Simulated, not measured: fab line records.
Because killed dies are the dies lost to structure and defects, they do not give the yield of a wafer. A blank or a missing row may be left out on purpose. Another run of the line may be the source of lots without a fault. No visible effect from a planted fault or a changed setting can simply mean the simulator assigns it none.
Matching of chambers + flow n5 finfet + 4 sister chambers for N5_BEOL_M6_DESCUM_16 on rie diel-03
The step chemistry O2, time 7.9 s. 4 wafers are shown with their chamber, then 7 later ones without.

WAFERS WITH THEIR CHAMBER
| wafer  | chamber | throttle valve pct (%) |
|--------|---------|------------------------|
| L082.5 | 1       | 20.02                  |
| L080.3 | 2       | 20.41                  |
| L084.1 | 3       | 20.73                  |
| L084.3 | 0       | 20.45                  |

WAFERS MISSING THEIR CHAMBER
| wafer  | throttle valve pct (%) |
|--------|------------------------|
| L084.4 | 20.02                  |
| L086.2 | 20.05                  |
| L086.4 | 20.47                  |
| L086.6 | 20.48                  |
| L088.1 | 20.45                  |
| L088.2 | 20.08                  |
| L088.4 | 20.77                  |

WHICH CHAMBER EACH ONE RAN IN
| wafer  | from the rows above     | in truth |
|--------|-------------------------|----------|
| L084.4 | 1                       | 1        |
| L086.2 | 1                       | 1        |
| L086.4 | can't be placed: 0 or 2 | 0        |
| L086.6 | can't be placed: 0 or 2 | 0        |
| L088.1 | can't be placed: 0 or 2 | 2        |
| L088.2 | 1                       | 1        |
| L088.4 | 3                       | 3        |
Correctly placed: 4 of 7. Can't be placed from these rows: 3 (the true chamber is among the candidates in 3). Wrongly placed: 0.
How it was worked out, from the rows above alone: a wafer's distance from a chamber is the root of the sum, over the readings, of the square of ((its reading less the chamber's mean) divided by the reading's scatter). If the next closest chamber is less than 2 further off than the closest, the wafer can't be placed; otherwise it belongs to the closest. For every chamber, the mean is computed from those of its wafers that are shown. The scatter: root of mean squared gap, hidden wafer to nearest shown wafer, with one shown wafer a chamber.
